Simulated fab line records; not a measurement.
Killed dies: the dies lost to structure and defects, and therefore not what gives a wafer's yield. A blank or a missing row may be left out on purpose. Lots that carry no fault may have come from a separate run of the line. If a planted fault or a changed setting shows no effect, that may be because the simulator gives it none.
The tool behind it: which one? + flow nandHarc + 72 wafers from 24 lots sampled at 5 of the route's 1302 steps

WHAT THE GAUGES READ, wafer by wafer
NHARC_P_GATE_INSPECT_68.
| lot  | measured     | on               | rawDefectCount |
|------|--------------|------------------|----------------|
| L074 | day 6 01:17  | defectInspect-02 | 126 114 238    |
| L075 | day 6 01:35  | defectInspect-01 | 134 167 110    |
| L076 | day 6 14:23  | defectInspect-02 | 121 167 177    |
| L077 | day 7 05:22  | defectInspect-01 | 254 243 234    |
| L078 | day 7 12:09  | defectInspect-01 | 131 218 246    |
| L079 | day 7 18:53  | defectInspect-01 | 236 377 219    |
| L080 | day 8 11:31  | defectInspect-01 | 174 202 365    |
| L081 | day 9 03:48  | defectInspect-01 | 176 240 153    |
| L082 | day 9 08:15  | defectInspect-02 | 218 158 309    |
| L083 | day 9 17:41  | defectInspect-02 | 123 103 124    |
| L084 | day 10 11:07 | defectInspect-02 | 155 222 181    |
| L085 | day 10 13:46 | defectInspect-01 | 130 135 117    |
| L087 | day 11 01:12 | defectInspect-01 | 175 155 210    |
| L086 | day 11 01:32 | defectInspect-02 | 172 163 114    |
| L089 | day 11 17:53 | defectInspect-02 | 389 376 366    |
| L088 | day 11 18:53 | defectInspect-01 | 283 368 293    |
| L090 | day 12 15:38 | defectInspect-02 | 250 218 112    |
| L091 | day 12 16:59 | defectInspect-01 | 201 167 155    |
| L092 | day 13 09:35 | defectInspect-01 | 463 316 293    |
| L093 | day 13 14:20 | defectInspect-02 | 182 235 196    |
| L094 | day 14 02:28 | defectInspect-02 | 103 111 254    |
| L095 | day 14 19:17 | defectInspect-02 | 92 146 157     |
| L096 | day 15 05:10 | defectInspect-02 | 320 146 227    |
| L097 | day 15 06:08 | defectInspect-02 | 231 227 359    |

NHARC_P_CONTACT_CD_MEAS_12: target cd 90 nm.
| lot  | measured     | on       | cdNm (nm)      |
|------|--------------|----------|----------------|
| L074 | day 6 02:53  | cdSem-02 | 90.0 91.2 91.0 |
| L075 | day 6 03:13  | cdSem-01 | 89.6 89.5 91.1 |
| L076 | day 6 16:02  | cdSem-01 | 89.7 89.5 90.5 |
| L077 | day 7 06:52  | cdSem-03 | 89.0 89.7 90.0 |
| L078 | day 7 13:38  | cdSem-01 | 90.9 90.6 90.8 |
| L079 | day 7 20:29  | cdSem-02 | 89.6 89.1 88.7 |
| L080 | day 8 13:22  | cdSem-01 | 91.0 90.5 89.8 |
| L081 | day 9 05:17  | cdSem-02 | 91.3 91.2 90.7 |
| L082 | day 9 09:52  | cdSem-02 | 90.9 90.2 91.1 |
| L083 | day 9 19:19  | cdSem-01 | 90.0 90.0 89.4 |
| L084 | day 10 13:11 | cdSem-01 | 90.0 90.3 90.3 |
| L085 | day 10 15:16 | cdSem-01 | 89.8 89.5 90.5 |
| L087 | day 11 02:49 | cdSem-03 | 90.4 91.1 89.7 |
| L086 | day 11 03:08 | cdSem-03 | 89.9 89.7 90.2 |
| L089 | day 11 19:30 | cdSem-02 | 90.6 90.7 90.4 |
| L088 | day 11 20:30 | cdSem-03 | 90.2 90.0 90.2 |
| L090 | day 12 17:29 | cdSem-02 | 90.4 89.8 90.1 |
| L091 | day 12 18:51 | cdSem-01 | 89.7 90.2 88.9 |
| L092 | day 13 11:12 | cdSem-03 | 90.8 89.7 89.3 |
| L093 | day 13 15:57 | cdSem-03 | 90.0 90.6 89.8 |
| L094 | day 14 04:04 | cdSem-01 | 89.5 90.0 89.9 |
| L095 | day 14 20:55 | cdSem-03 | 89.8 90.5 90.0 |
| L096 | day 15 06:47 | cdSem-02 | 90.0 89.3 89.0 |
| L097 | day 15 07:45 | cdSem-02 | 90.4 90.0 89.6 |

TOOL THAT RAN EACH LOT (tool first, then ch and the chambers of the sampled wafers, then the start)
| lot  | NHARC_P_GATE_DESCUM_31            | NHARC_P_GATE_DESCUM_48            | NHARC_P_GATE_STRIP_95               |
|------|-----------------------------------|-----------------------------------|-------------------------------------|
| L074 | rieDiel-06 ch 1,3, day 5 07:08    | rieDiel-10 ch 0,1,3, day 5 19:04  | plasmaAsher-01 ch 0, day 5 23:28    |
| L075 | rieDiel-09 ch 2,3, day 5 07:14    | rieDiel-06 ch 0,1, day 5 19:13    | plasmaAsher-02 ch 0,1, day 5 23:47  |
| L076 | rieDiel-10 ch 1,2, day 5 19:57    | rieDiel-10 ch 0,2,3, day 6 08:02  | plasmaAsher-02 ch 0,1, day 6 12:35  |
| L077 | rieDiel-09 ch 2,3, day 6 11:07    | rieDiel-09 ch 2,3, day 6 22:52    | plasmaAsher-02 ch 0,1, day 7 03:32  |
| L078 | rieDiel-09 ch 1,2,3, day 6 17:49  | rieDiel-10 ch 0,2, day 7 05:50    | plasmaAsher-01 ch 0,1, day 7 10:18  |
| L079 | rieDiel-09 ch 0,1,2, day 6 22:20  | rieDiel-10 ch 0,1,2, day 7 12:20  | plasmaAsher-01 ch 0,1, day 7 17:02  |
| L080 | rieDiel-06 ch 1,2, day 7 17:18    | rieDiel-10 ch 0,1,3, day 8 05:14  | plasmaAsher-02 ch 0,1, day 8 09:43  |
| L081 | rieDiel-10 ch 0,3, day 8 09:43    | rieDiel-10 ch 0,2,3, day 8 21:32  | plasmaAsher-01 ch 0,1, day 9 01:58  |
| L082 | rieDiel-09 ch 1,2,3, day 8 14:03  | rieDiel-06 ch 0,2, day 9 02:01    | plasmaAsher-01 ch 1, day 9 06:26    |
| L083 | rieDiel-09 ch 1,2,3, day 8 23:26  | rieDiel-10 ch 0,3, day 9 11:24    | plasmaAsher-01 ch 1, day 9 15:53    |
| L084 | rieDiel-10 ch 1,2,3, day 9 16:49  | rieDiel-06 ch 1,2,3, day 10 04:47 | plasmaAsher-01 ch 0,1, day 10 09:17 |
| L085 | rieDiel-09 ch 1,2, day 9 17:26    | rieDiel-10 ch 0,1, day 10 07:39   | plasmaAsher-02 ch 0,1, day 10 11:57 |
| L087 | rieDiel-10 ch 1,2, day 10 06:37   | rieDiel-09 ch 0,2,3, day 10 18:34 | plasmaAsher-01 ch 0,1, day 10 23:05 |
| L086 | rieDiel-06 ch 0,1,3, day 10 07:09 | rieDiel-10 ch 1,2, day 10 19:08   | plasmaAsher-02 ch 0,1, day 10 23:40 |
| L089 | rieDiel-06 ch 0,1,3, day 10 23:22 | rieDiel-09 ch 0,1,2, day 11 11:25 | plasmaAsher-01 ch 0, day 11 15:54   |
| L088 | rieDiel-10 ch 0,1,3, day 11 00:08 | rieDiel-10 ch 1,2,3, day 11 12:09 | plasmaAsher-01 ch 0,1, day 11 16:47 |
| L090 | rieDiel-09 ch 0,2, day 11 21:24   | rieDiel-10 ch 1,3, day 12 09:22   | plasmaAsher-02 ch 0,1, day 12 13:48 |
| L091 | rieDiel-06 ch 0,1,2, day 11 22:47 | rieDiel-10 ch 1,2, day 12 10:44   | plasmaAsher-01 ch 1, day 12 15:10   |
| L092 | rieDiel-06 ch 0,1,2, day 12 15:25 | rieDiel-10 ch 0,1,3, day 13 03:19 | plasmaAsher-02 ch 0,1, day 13 07:47 |
| L093 | rieDiel-10 ch 1,2,3, day 12 19:59 | rieDiel-10 ch 2,3, day 13 07:55   | plasmaAsher-01 ch 0, day 13 12:31   |
| L094 | rieDiel-06 ch 0,1,3, day 13 08:19 | rieDiel-10 ch 1,2, day 13 20:05   | plasmaAsher-02 ch 0,1, day 14 00:39 |
| L095 | rieDiel-10 ch 2,3, day 14 00:44   | rieDiel-06 ch 0,2,3, day 14 12:56 | plasmaAsher-01 ch 0,1, day 14 17:29 |
| L096 | rieDiel-10 ch 0,2, day 14 10:50   | rieDiel-06 ch 0,2,3, day 14 22:41 | plasmaAsher-01 ch 0,1, day 15 03:11 |
| L097 | rieDiel-06 ch 0,1,3, day 14 11:29 | rieDiel-09 ch 0,3, day 14 23:26   | plasmaAsher-02 ch 0,1, day 15 03:58 |
- NHARC_P_GATE_DESCUM_31: chemistry O2, time 3 s.
- NHARC_P_GATE_DESCUM_48: chemistry O2, time 3 s.
- NHARC_P_GATE_STRIP_95: strips in O2.

AS READ BY THE TOOLS THEMSELVES (means over the sampled wafers that have a number; for cases with no such wafer, the mark the record gives instead)
NHARC_P_GATE_DESCUM_31.
| lot  | tool       | drypumpMotorCurrentA (A) | oesProductAu (a.u.) | rfVppV (V) | showerheadPlenumPTorr (Torr) | throttleValvePct (%) |
|------|------------|--------------------------|---------------------|------------|------------------------------|----------------------|
| L074 | rieDiel-06 | 6.5                      | 1.011               | 58.5       | 1.97                         | 11.311               |
| L075 | rieDiel-09 | 5.6                      | 1.017               | 58.3       | 1.96                         | 11.319               |
| L076 | rieDiel-10 | 6.4                      | 0.986               | 56.9       | 1.88                         | 11.310               |
| L077 | rieDiel-09 | 5.6                      | 1.006               | 57.9       | 1.95                         | 11.313               |
| L078 | rieDiel-09 | 5.6                      | 1.008               | 58.2       | 1.94                         | 11.310               |
| L079 | rieDiel-09 | 5.6                      | 1.013               | 57.7       | 1.90                         | 11.306               |
| L080 | rieDiel-06 | 6.4                      | 1.010               | 57.3       | 1.91                         | 11.315               |
| L081 | rieDiel-10 | 6.2                      | 0.988               | 57.6       | 1.95                         | 11.312               |
| L082 | rieDiel-09 | 5.6                      | 1.004               | 57.4       | 1.94                         | 11.309               |
| L083 | rieDiel-09 | 5.6                      | 1.003               | 57.0       | 1.94                         | 11.320               |
| L084 | rieDiel-10 | 6.2                      | 0.986               | 57.6       | 1.89                         | 11.314               |
| L085 | rieDiel-09 | 5.7                      | 1.011               | 58.4       | 1.91                         | 11.307               |
| L087 | rieDiel-10 | 6.2                      | 0.991               | 57.4       | 1.87                         | 11.326               |
| L086 | rieDiel-06 | 6.1                      | 0.997               | 57.7       | 1.97                         | 11.309               |
| L089 | rieDiel-06 | 6.1                      | 0.997               | 57.6       | 1.97                         | 11.314               |
| L088 | rieDiel-10 | 6.1                      | 0.995               | 57.4       | 1.93                         | 11.300               |
| L090 | rieDiel-09 | 5.6                      | 1.011               | 57.6       | 1.87                         | 11.305               |
| L091 | rieDiel-06 | 6.0                      | 1.013               | 58.5       | 1.92                         | 11.306               |
| L092 | rieDiel-06 | 6.0                      | 1.003               | 57.4       | 1.92                         | 11.318               |
| L093 | rieDiel-10 | 6.2                      | 0.998               | 57.5       | 1.89                         | 11.313               |
| L094 | rieDiel-06 | 6.1                      | 0.999               | 57.9       | 1.97                         | 11.309               |
| L095 | rieDiel-10 | 6.3                      | 0.992               | 57.5       | 1.90                         | 11.308               |
| L096 | rieDiel-10 | 6.6                      | 1.002               | 57.9       | 1.92                         | 11.322               |
| L097 | rieDiel-06 | 6.1                      | 1.010               | 57.7       | 1.97                         | 11.305               |

NHARC_P_GATE_DESCUM_48.
| lot  | tool       | drypumpMotorCurrentA (A) | oesProductAu (a.u.) | rfVppV (V) | showerheadPlenumPTorr (Torr) | throttleValvePct (%) |
|------|------------|--------------------------|---------------------|------------|------------------------------|----------------------|
| L074 | rieDiel-10 | 6.1                      | 0.978               | 58.2       | 1.94                         | 11.311               |
| L075 | rieDiel-06 | 6.3                      | 0.999               | 57.1       | 1.96                         | 11.317               |
| L076 | rieDiel-10 | 6.4                      | 0.995               | 57.4       | 1.94                         | 11.305               |
| L077 | rieDiel-09 | 5.6                      | 1.006               | 58.0       | 1.95                         | 11.311               |
| L078 | rieDiel-10 | 6.6                      | 0.993               | 57.9       | 1.92                         | 11.309               |
| L079 | rieDiel-10 | 6.3                      | 0.989               | 58.6       | 1.92                         | 11.311               |
| L080 | rieDiel-10 | 6.1                      | 0.995               | 57.7       | 1.94                         | 11.312               |
| L081 | rieDiel-10 | 6.4                      | 0.989               | 58.1       | 1.94                         | 11.316               |
| L082 | rieDiel-06 | 5.7                      | 1.002               | 57.4       | 1.89                         | 11.298               |
| L083 | rieDiel-10 | 6.3                      | 0.996               | 57.8       | 1.98                         | 11.306               |
| L084 | rieDiel-06 | 6.2                      | 1.002               | 57.6       | 1.93                         | 11.309               |
| L085 | rieDiel-10 | 6.1                      | 0.990               | 57.6       | 1.92                         | 11.316               |
| L087 | rieDiel-09 | 5.6                      | 1.003               | 57.7       | 1.91                         | 11.304               |
| L086 | rieDiel-10 | 6.2                      | 0.981               | 57.9       | 1.87                         | 11.310               |
| L089 | rieDiel-09 | 5.6                      | 1.018               | 57.1       | 1.90                         | 11.314               |
| L088 | rieDiel-10 | 6.2                      | 0.994               | 57.9       | 1.89                         | 11.310               |
| L090 | rieDiel-10 | 6.0                      | 0.981               | 58.3       | 1.89                         | 11.311               |
| L091 | rieDiel-10 | 6.4                      | 0.999               | 57.5       | 1.88                         | 11.295               |
| L092 | rieDiel-10 | 6.1                      | 0.989               | 57.5       | 1.93                         | 11.305               |
| L093 | rieDiel-10 | 6.5                      | 0.990               | 57.2       | 1.89                         | 11.303               |
| L094 | rieDiel-10 | 6.4                      | 1.001               | 57.7       | 1.87                         | 11.310               |
| L095 | rieDiel-06 | 5.8                      | 1.020               | 57.3       | 1.94                         | 11.313               |
| L096 | rieDiel-06 | 5.8                      | 1.013               | 57.8       | 1.94                         | 11.304               |
| L097 | rieDiel-09 | 5.5                      | 1.018               | 58.3       | 1.93                         | 11.310               |

NHARC_P_GATE_STRIP_95.
| lot  | tool           | drypumpMotorCurrentA (A) | heaterPowerW (W) | tempC (C) |
|------|----------------|--------------------------|------------------|-----------|
| L074 | plasmaAsher-01 | 5.6                      | 269              | 249.95    |
| L075 | plasmaAsher-02 | 5.5                      | 354              | 249.93    |
| L076 | plasmaAsher-02 | 5.5                      | 352              | 250.08    |
| L077 | plasmaAsher-02 | 5.8                      | 356              | 250.04    |
| L078 | plasmaAsher-01 | 5.9                      | 295              | 250.06    |
| L079 | plasmaAsher-01 | 5.9                      | 289              | 250.06    |
| L080 | plasmaAsher-02 | 5.5                      | 357              | 249.99    |
| L081 | plasmaAsher-01 | 5.9                      | 297              | 249.82    |
| L082 | plasmaAsher-01 | 6.5                      | 340              | 249.75    |
| L083 | plasmaAsher-01 | 6.5                      | 345              | 250.45    |
| L084 | plasmaAsher-01 | 5.9                      | 291              | 249.93    |
| L085 | plasmaAsher-02 | 5.5                      | 354              | 249.84    |
| L087 | plasmaAsher-01 | 6.2                      | 317              | 250.25    |
| L086 | plasmaAsher-02 | 5.8                      | 360              | 250.06    |
| L089 | plasmaAsher-01 | 5.6                      | 272              | 250.01    |
| L088 | plasmaAsher-01 | 6.2                      | 321              | 250.13    |
| L090 | plasmaAsher-02 | 5.8                      | 337              | 249.95    |
| L091 | plasmaAsher-01 | 6.5                      | 342              | 249.99    |
| L092 | plasmaAsher-02 | 5.5                      | 338              | 249.83    |
| L093 | plasmaAsher-01 | 5.6                      | 271              | 249.94    |
| L094 | plasmaAsher-02 | 5.8                      | 346              | 250.00    |
| L095 | plasmaAsher-01 | 5.9                      | 298              | 249.91    |
| L096 | plasmaAsher-01 | 5.9                      | 299              | 249.87    |
| L097 | plasmaAsher-02 | 5.5                      | 337              | 250.04    |

THE ANSWER, worked out from the rows above alone
Rule: the usual values come from the lots themselves. The widest of any qualifying gaps counts: lots, ordered by their means at a reading, are off when they make up no more than a third of the lots, leave a main group of 4 or more, and stand apart from it by 3 or more times the standard deviation of that group's means. If all means in a main group match to the digits the tables above print for the reading, that group is not used. Also off: a lot with no number at a reading for which 4 or more lots have one. The other lots that the step has rows for count as sound. First the gauges in route order, then the tools' own readings, where a lot's mean is used as printed above. The first step at which some lot is off is used, and at that step the reading that is off furthest; a lot without a number counts as furthest.
Across all readings shown, no lot is off: no conclusion can be drawn from this.

WHAT THE SIMULATOR PUT IN
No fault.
